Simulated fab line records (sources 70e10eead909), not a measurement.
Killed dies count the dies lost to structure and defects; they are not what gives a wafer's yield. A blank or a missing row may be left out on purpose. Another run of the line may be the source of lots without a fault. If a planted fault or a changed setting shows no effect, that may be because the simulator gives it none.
Matching of chambers    flow nand_harc    NHARC_A_CHANNEL_FILL_D2_ALD_02 on ald_hk-04 has 4 sister chambers
The step deposits SiO2, target thk 6 nm, pulse time 10 s, ald cycles 60. 27 wafers are shown with their chamber, then 12 later ones without.

== WAFERS, EACH WITH ITS CHAMBER ==
wafer   chamber  heater_power_w (W)  precursor_pulse_height_rel
L074.1  1        542                 1.008
L074.5  1        551                 0.973
L074.6  0        486                 0.978
L075.2  2        456                 1.010
L075.3  0        474                 0.969
L075.6  0        481                 0.997
L078.1  2        455                 0.961
L078.4  3        403                 0.988
L078.5  3        405                 1.018
L076.2  3        411                 0.990
L076.4  1        538                 0.998
L076.6  1        540                 0.989
L079.1  2        452                 1.025
L079.3  0        481                 0.999
L079.6  3        404                 1.030
L085.1  0        485                 0.988
L085.4  3        411                 0.987
L085.6  1        567                 1.002
L086.1  0        491                 1.008
L086.4  2        455                 0.989
L086.5  0        482                 0.987
L090.1  3        413                 0.980
L090.5  3        403                 0.967
L090.6  0        475                 0.952
L092.1  1        565                 1.000
L092.2  0        464                 1.016
L092.4  3        406                 1.004

SIGNATURES (averages over the wafers above)
reading                     chamber 0  chamber 1  chamber 2  chamber 3  scatter within a chamber
heater_power_w              479.89     550.50     454.50     407.00     7.94
precursor_pulse_height_rel  0.98822    0.99500    0.99625    0.99550    0.02
Rule: for each reading, subtract the chamber's mean from the wafer's reading, divide by that reading's scatter and square the result; add these up over the readings and take the root, which gives the wafer's distance from the chamber. If the next closest chamber is less than 2 further off than the closest, the wafer can't be placed; otherwise it belongs to the closest. The scatter: the root of (the sum of the squares of (reading less its chamber's mean) over the shown wafers, divided by (wafers less chambers)).

== WAFERS WITHOUT THEIR CHAMBER ==
wafer   heater_power_w (W)  precursor_pulse_height_rel
L093.2  463                 1.040
L093.3  405                 0.986
L093.4  540                 1.004
L095.1  552                 0.987
L095.3  389                 1.035
L095.4  476                 0.990
L096.4  395                 0.975
L096.5  463                 1.004
L096.6  552                 1.004
L097.1  405                 0.988
L097.4  582                 0.997
L097.6  408                 1.020

== EACH ONE'S CHAMBER ==
wafer   from the rows above      in truth
L093.2  can't be placed: 2 or 0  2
L093.3  3                        3
L093.4  1                        1
L095.1  1                        1
L095.3  3                        3
L095.4  0                        0
L096.4  3                        3
L096.5  can't be placed: 2 or 0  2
L096.6  1                        1
L097.1  3                        3
L097.4  1                        1
L097.6  3                        3
Placed correctly: 10 of 12. Cannot be placed on the basis of these rows: 2; the candidates contain the true chamber in 2. Wrongly placed: 0.
